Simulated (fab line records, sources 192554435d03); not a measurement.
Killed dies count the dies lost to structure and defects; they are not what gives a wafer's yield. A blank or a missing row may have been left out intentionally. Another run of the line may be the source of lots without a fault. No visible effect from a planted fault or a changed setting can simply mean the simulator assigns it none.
Chamber matching	flow n5_finfet	3 sister chambers for N5_BEOL_M0_SAQP_PECVD_00 on pecvd-01
The step deposits SiCN from 3MS/NH3, target thk 8 nm, time 14 s. 6 wafers are shown with their chamber, then 7 later ones without.

## WAFERS WITH THEIR CHAMBER
wafer	chamber	throttle_valve_pct (%)	showerhead_plenum_p_Torr (Torr)
L077.4	0	9.2	3.660
L084.3	2	9.5	3.649
L084.4	0	9.0	3.661
L084.5	1	9.0	3.658
L088.2	1	9.2	3.659
L088.3	2	9.3	3.648

## WAFERS WITH NO CHAMBER GIVEN
wafer	throttle_valve_pct (%)	showerhead_plenum_p_Torr (Torr)
L088.4	8.9	3.667
L090.2	9.3	3.658
L090.3	9.2	3.658
L090.4	9.3	3.667
L095.2	9.0	3.658
L095.5	9.2	3.659
L095.6	8.8	3.658

## THE CHAMBER EACH PASSED THROUGH
wafer	from the rows above	in truth
L088.4	0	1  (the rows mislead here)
L090.2	1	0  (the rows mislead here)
L090.3	1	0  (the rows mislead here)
L090.4	0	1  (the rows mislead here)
L095.2	1	1
L095.5	can't be placed: 1 or 0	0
L095.6	can't be placed: 1 or 0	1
1 of 7 placed correctly. Not placeable from these rows: 2 (in 2, the candidates include the true chamber). Number placed wrongly: 4.
How it was worked out, from the rows above alone: a wafer's distance from a chamber is the root of the sum, over the readings, of the square of ((its reading less the chamber's mean) divided by the reading's scatter). If the next closest chamber is less than 2 further off than the closest, the wafer can't be placed; otherwise it belongs to the closest. The mean given for a chamber averages the wafers shown for that chamber. The scatter: the root of (the sum of the squares of (reading less its chamber's mean) over the shown wafers, divided by (wafers less chambers)).
